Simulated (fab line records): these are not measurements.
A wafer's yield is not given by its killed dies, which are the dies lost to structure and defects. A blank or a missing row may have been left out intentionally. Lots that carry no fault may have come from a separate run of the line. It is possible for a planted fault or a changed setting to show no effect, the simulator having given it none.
Split-lot study + flow n5Finfet + 7 lots, 21 wafers read, on a route of 1938 steps

THE SPLIT ITSELF
At N5_DUMMY_GATE_COAT_28 (time 60 s, resist thk 10 nm), the setting spinRpm was moved away from the recipe's 1500 rpm on 4 of the 21 wafers read, by +4.9% to +6.9%. For the rest of the wafers, this setting stayed at what the recipe calls for.

The split's own step is where the reading is taken.

THE READING
underlayer_of_DUMMY_GATE_COAT_28.thkNm (the simulator's own value, which no gauge read), in nm, at N5_DUMMY_GATE_COAT_28 (time 60 s, resist thk 10 nm). The file does not state a usual value for it.

| wafer  | tool, chamber at the split | spinRpm as run, rpm | against the recipe | underlayer_of_DUMMY_GATE_COAT_28.thkNm, nm | against lot-mates on the recipe |
|--------|----------------------------|---------------------|--------------------|--------------------------------------------|---------------------------------|
| L077.3 | lithoTrack-01, 0           | 1604                | +6.9%              | 9.6                                        | -0.4                            |
| L077.5 | lithoTrack-01, 0           | 1604                | +6.9%              | 9.6                                        | -0.4                            |
| L077.6 | lithoTrack-01, 0           | 1500                | recipe             | 10                                         | -                               |
| L079.4 | lithoTrack-01, 0           | 1500                | recipe             | 10                                         | -                               |
| L079.5 | lithoTrack-01, 0           | 1500                | recipe             | 10                                         | -                               |
| L079.6 | lithoTrack-01, 0           | 1500                | recipe             | 10                                         | -                               |
| L080.4 | lithoTrack-05, 0           | 1500                | recipe             | 10                                         | -                               |
| L080.5 | lithoTrack-05, 0           | 1500                | recipe             | 10                                         | -                               |
| L080.6 | lithoTrack-05, 0           | 1500                | recipe             | 10                                         | -                               |
| L084.2 | lithoTrack-02, 0           | 1500                | recipe             | 10                                         | -                               |
| L084.3 | lithoTrack-02, 0           | 1500                | recipe             | 10                                         | -                               |
| L084.6 | lithoTrack-02, 0           | 1500                | recipe             | 10                                         | -                               |
| L085.2 | lithoTrack-02, 0           | 1500                | recipe             | 10                                         | -                               |
| L085.3 | lithoTrack-02, 0           | 1500                | recipe             | 10                                         | -                               |
| L085.5 | lithoTrack-02, 0           | 1500                | recipe             | 10                                         | -                               |
| L087.1 | lithoTrack-01, 0           | 1574                | +4.9%              | 9.8                                        | -0.2                            |
| L087.6 | lithoTrack-01, 0           | 1574                | +4.9%              | 9.8                                        | -0.2                            |
| L087.3 | lithoTrack-01, 0           | 1500                | recipe             | 10                                         | -                               |
| L097.1 | lithoTrack-05, 0           | 1500                | recipe             | 10                                         | -                               |
| L097.3 | lithoTrack-05, 0           | 1500                | recipe             | 10                                         | -                               |
| L097.5 | lithoTrack-05, 0           | 1500                | recipe             | 10                                         | -                               |

THE FIT
A straight line over all 21 wafers: underlayer_of_DUMMY_GATE_COAT_28.thkNm changes by -0.0522 nm for each +1% of spinRpm; r = -0.99; the points scatter about the line by 0.022 nm.
The same after taking each lot's own level away (the mean of its wafers on the recipe; 21 wafers): -0.0522 nm for each +1%; r = -0.99; scatter 0.022 nm.
That fit puts the effect of the largest move of spinRpm on the reading at 0.36 nm.
The lots' own levels span 10.00 to 10.00 nm.
Consequently the slope shifts little with the lot-to-lot level, the two slopes agreeing.
Check: with one of the wafers moved furthest among these (+6.9%) left out of the fit, the line predicts -0.34 nm for it against its lot-mates. It came out at -0.4 nm against them.

THE OTHER SPLITS THESE WAFERS WENT THROUGH
Before the reading, these wafers also passed through other splits. Each is held against what the fit with the lots' levels taken away leaves over:
| other split on the same wafers          | wafers away from the commonest value | r with underlayer_of_DUMMY_GATE_COAT_28.thkNm (lot level and that fit taken away) |
|-----------------------------------------|--------------------------------------|-----------------------------------------------------------------------------------|
| N5_ZERO_LAYER_ETCH_18 icpW              | 6                                    | -0.24                                                                             |
| N5_PMOS_HMC_CHANNEL_EPI_COAT_31 spinRpm | 5                                    | -0.03                                                                             |
| N5_PMOS_HMC_CHANNEL_EPI_PEB_07 pebTempC | 7                                    | -0.14                                                                             |
| N5_FIN_CUT_COAT_19 spinRpm              | 8                                    | +0.20                                                                             |

FILE'S OWN FIT
underlayer_of_DUMMY_GATE_COAT_28.thkNm changes by -0.0519 nm for each +1% of spinRpm, r = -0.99.
